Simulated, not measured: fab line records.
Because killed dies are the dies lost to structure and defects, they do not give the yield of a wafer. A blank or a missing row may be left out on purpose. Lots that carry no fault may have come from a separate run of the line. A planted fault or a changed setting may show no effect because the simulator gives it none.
Chamber matching	flow nand-harc	NHARC_P_M2_ETCH_28 on rie-diel-10 has 4 sister chambers
The step etches the open film in CF4/N2, target depth 30 nm, time 72.99 s. 8 wafers are shown with their chamber, then 9 later ones without.

## EACH WAFER AND ITS CHAMBER
wafer	chamber	drypump-motor-current-A (A)	rf-vpp-V (V)
L810.1	1	5.99	314.9
L812.6	0	5.86	316.5
L811.1	1	5.98	315.1
L811.2	3	5.70	313.0
L813.3	0	5.86	318.1
L817.2	2	5.16	312.5
L817.4	3	5.69	311.9
L817.5	2	5.14	311.9

## WAFERS WHOSE CHAMBER IS MISSING
wafer	drypump-motor-current-A (A)	rf-vpp-V (V)
L819.2	5.13	310.4
L819.5	5.85	316.3
L819.6	5.98	315.8
L821.1	5.17	310.4
L821.4	5.96	313.7
L821.6	5.11	311.7
L825.1	5.68	312.1
L825.3	5.97	316.9
L825.6	5.70	312.3

## THE CHAMBER EACH PASSED THROUGH
wafer	from the rows above	in truth
L819.2	2	2
L819.5	0	0
L819.6	1	1
L821.1	2	2
L821.4	1	1
L821.6	2	2
L825.1	3	3
L825.3	1	1
L825.6	3	3
Correctly placed: 9 of 9. From these rows, 0 cannot be placed. Number placed wrongly: 0.
How it was worked out, from the rows above alone: a wafer's distance from a chamber is the root of the sum, over the readings, of the square of ((its reading less the chamber's mean) divided by the reading's scatter). If the next closest chamber is less than 2 further off than the closest, the wafer can't be placed; otherwise it belongs to the closest. For every chamber, the mean is computed from those of its wafers that are shown. The scatter is the square root of a quotient: the sum, over the shown wafers, of each reading's squared deviation from its chamber's mean, divided by wafers minus chambers.
